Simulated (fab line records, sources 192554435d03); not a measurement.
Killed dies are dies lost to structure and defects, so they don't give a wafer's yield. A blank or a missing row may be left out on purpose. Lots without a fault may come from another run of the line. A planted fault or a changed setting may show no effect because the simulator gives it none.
Split-lot experiment | flow n5_finfet | 7 lots, 39 wafers read, on a route of 1938 steps

THE SPLIT
At N5_SD_EPI_N_ETCH_16 (etches SiO2 in CHF3/O2, target depth 5 nm), the setting target_depth_a was moved away from the recipe's 50 angstrom on 18 of the 39 wafers read, by -43.8% to +30.3%. The other wafers ran this setting at the recipe's value.

The reading is taken at the split's own step.

THE READING
etch.depth_nm (the simulator's own value, which no gauge read), in nm, at N5_SD_EPI_N_ETCH_16 (etches SiO2 in CHF3/O2, target depth 5 nm). The file gives no usual value for it. The 21 wafers here that ran the recipe average 5.067 nm, standard deviation 0.13 nm.

wafer  | tool, chamber at the split | target_depth_a as run, angstrom | against the recipe | etch.depth_nm, nm | against lot-mates on the recipe
L074.1 | rie_diel-05, 2             | 50                              | recipe             | 5.327             | -
L074.2 | rie_diel-05, 3             | 50                              | recipe             | 4.875             | -
L074.3 | rie_diel-05, 0             | 40.5                            | -19.0%             | 4.013             | -1.066
L074.4 | rie_diel-05, 1             | 40.5                            | -19.0%             | 4.032             | -1.047
L074.5 | rie_diel-05, 2             | 40.5                            | -19.0%             | 4.288             | -0.791
L074.6 | rie_diel-05, 1             | 50                              | recipe             | 5.034             | -
L077.1 | rie_diel-05, 2             | 50                              | recipe             | 5.346             | -
L077.2 | rie_diel-05, 1             | 39.4                            | -21.2%             | 3.965             | -1.098
L077.3 | rie_diel-05, 3             | 39.4                            | -21.2%             | 3.875             | -1.188
L077.4 | rie_diel-05, 0             | 50                              | recipe             | 4.966             | -
L077.5 | rie_diel-05, 2             | 39.4                            | -21.2%             | 4.181             | -0.882
L077.6 | rie_diel-05, 3             | 50                              | recipe             | 4.877             | -
L081.3 | rie_diel-01, 2             | 50                              | recipe             | 5.067             | -
L081.5 | rie_diel-01, 0             | 50                              | recipe             | 5.069             | -
L081.6 | rie_diel-01, 1             | 50                              | recipe             | 5.138             | -
L085.1 | rie_diel-01, 3             | 50                              | recipe             | 5.089             | -
L085.2 | rie_diel-01, 2             | 58.92                           | +17.8%             | 5.966             | +0.902
L085.3 | rie_diel-01, 1             | 50                              | recipe             | 5.098             | -
L085.4 | rie_diel-01, 0             | 50                              | recipe             | 5.005             | -
L085.5 | rie_diel-01, 0             | 58.92                           | +17.8%             | 5.895             | +0.831
L085.6 | rie_diel-01, 3             | 58.92                           | +17.8%             | 6.02              | +0.956
L086.1 | rie_diel-01, 2             | 50                              | recipe             | 4.971             | -
L086.2 | rie_diel-01, 1             | 65.16                           | +30.3%             | 6.631             | +1.627
L086.3 | rie_diel-01, 0             | 65.16                           | +30.3%             | 6.521             | +1.517
L086.4 | rie_diel-01, 3             | 65.16                           | +30.3%             | 6.584             | +1.580
L086.5 | rie_diel-01, 0             | 50                              | recipe             | 4.953             | -
L086.6 | rie_diel-01, 3             | 50                              | recipe             | 5.089             | -
L087.1 | rie_diel-05, 3             | 50                              | recipe             | 4.935             | -
L087.2 | rie_diel-05, 0             | 34.26                           | -31.5%             | 3.413             | -1.703
L087.3 | rie_diel-05, 2             | 34.26                           | -31.5%             | 3.625             | -1.491
L087.4 | rie_diel-05, 1             | 50                              | recipe             | 5.055             | -
L087.5 | rie_diel-05, 2             | 50                              | recipe             | 5.358             | -
L087.6 | rie_diel-05, 1             | 34.26                           | -31.5%             | 3.489             | -1.627
L091.1 | rie_diel-01, 3             | 50                              | recipe             | 5.073             | -
L091.2 | rie_diel-01, 1             | 28.12                           | -43.8%             | 2.891             | -2.159
L091.3 | rie_diel-01, 2             | 28.12                           | -43.8%             | 2.83              | -2.220
L091.4 | rie_diel-01, 0             | 50                              | recipe             | 5.023             | -
L091.5 | rie_diel-01, 0             | 50                              | recipe             | 5.054             | -
L091.6 | rie_diel-01, 3             | 28.12                           | -43.8%             | 2.857             | -2.193

THE FIT
A straight line over all 39 wafers: etch.depth_nm changes by +0.0501 nm for each +1% of target_depth_a; r = +0.99; the points scatter about the line by 0.12 nm.
The same after taking each lot's own level away (the mean of its wafers on the recipe; 39 wafers): +0.0507 nm for each +1%; r = +0.99; scatter 0.11 nm.
On that fit, the largest move of target_depth_a shifts the reading by 2.2 nm.
The lots' own levels span 5.0043 to 5.1160 nm, that is 0.8 times the standard deviation above.
So the lot-to-lot level changes the slope little: the two slopes agree.
Check: with one of the wafers moved furthest among these (-43.8%) left out of the fit, the line predicts -2.22 nm for it against its lot-mates. It came out at -2.16 nm against them.

THE FILE'S OWN FIT
etch.depth_nm changes by +0.0507 nm for each +1% of target_depth_a, r = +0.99.
